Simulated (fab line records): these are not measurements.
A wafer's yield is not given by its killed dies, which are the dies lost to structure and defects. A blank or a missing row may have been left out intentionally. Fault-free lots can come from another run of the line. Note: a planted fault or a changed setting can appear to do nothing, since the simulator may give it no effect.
Which tool was responsible? / flow n5Finfet / 29 wafers sampled from 10 lots at 1 step of a route of 1938

## WHAT THE GAUGES READ, wafer by wafer
N5_BEOL_M10_OVL_MEAS_12.
lot=L626; measured=day 10 17:30; on=overlay-02; M10_OVL (nm)=-0.3 -0.2 -0.2
lot=L627; measured=day 11 22:32; on=overlay-01; M10_OVL (nm)=-1.1 0.8 -0.2
lot=L635; measured=day 13 10:49; on=overlay-02; M10_OVL (nm)=-0.1 -1.1 -0.6
lot=L636; measured=day 13 13:44; on=overlay-01; M10_OVL (nm)=-0.4 -1.2
lot=L637; measured=day 13 17:37; on=overlay-02; M10_OVL (nm)=-1.5 -1.4 -1.0
lot=L641; measured=day 16 05:38; on=overlay-02; M10_OVL (nm)=-0.6 -1.3 -1.0
lot=L644; measured=day 16 10:23; on=overlay-02; M10_OVL (nm)=-0.1 1.5 -0.4
lot=L643; measured=day 16 14:47; on=overlay-02; M10_OVL (nm)=-0.8 -1.0 -1.8
lot=L645; measured=day 17 06:48; on=overlay-01; M10_OVL (nm)=0.5 0.1 -0.1
lot=L648; measured=day 17 13:17; on=overlay-01; M10_OVL (nm)=-0.6 0.8 0.4

## EACH LOT AND THE TOOL THAT RAN IT (in order: tool; ch and the chambers of the sampled wafers; start)
Record: no process step prior to these readings.

## AS READ BY THE TOOLS THEMSELVES (means over the sampled wafers that have a number; for cases with no such wafer, the mark the record gives instead)
The record holds no such reading with a usual standard deviation.

## THE ANSWER, worked out from the rows above alone
Rule: the lots themselves supply what counts as usual. Put in order of their means at a reading, lots are off if they are a third of the lots or fewer, leave a main group of 4 or more, and stand apart from it by a gap of 3 or more times the standard deviation of the main group's means; of several such gaps the widest counts. A main group whose means are all the same, to the digits that the tables above print for the reading, isn't used. A lot without any number at a reading at which 4 lots or more have one is off too. All remaining lots with rows at the step are treated as sound. First the gauges in route order, then the tools' own readings, where a lot's mean is used as printed above. At the first step where some lot is off, the reading lying furthest off is the one used; lots without a number count as furthest.
No lot is off on any of the readings shown, so nothing can be concluded from this.

## WHAT WAS PUT IN BY THE SIMULATOR
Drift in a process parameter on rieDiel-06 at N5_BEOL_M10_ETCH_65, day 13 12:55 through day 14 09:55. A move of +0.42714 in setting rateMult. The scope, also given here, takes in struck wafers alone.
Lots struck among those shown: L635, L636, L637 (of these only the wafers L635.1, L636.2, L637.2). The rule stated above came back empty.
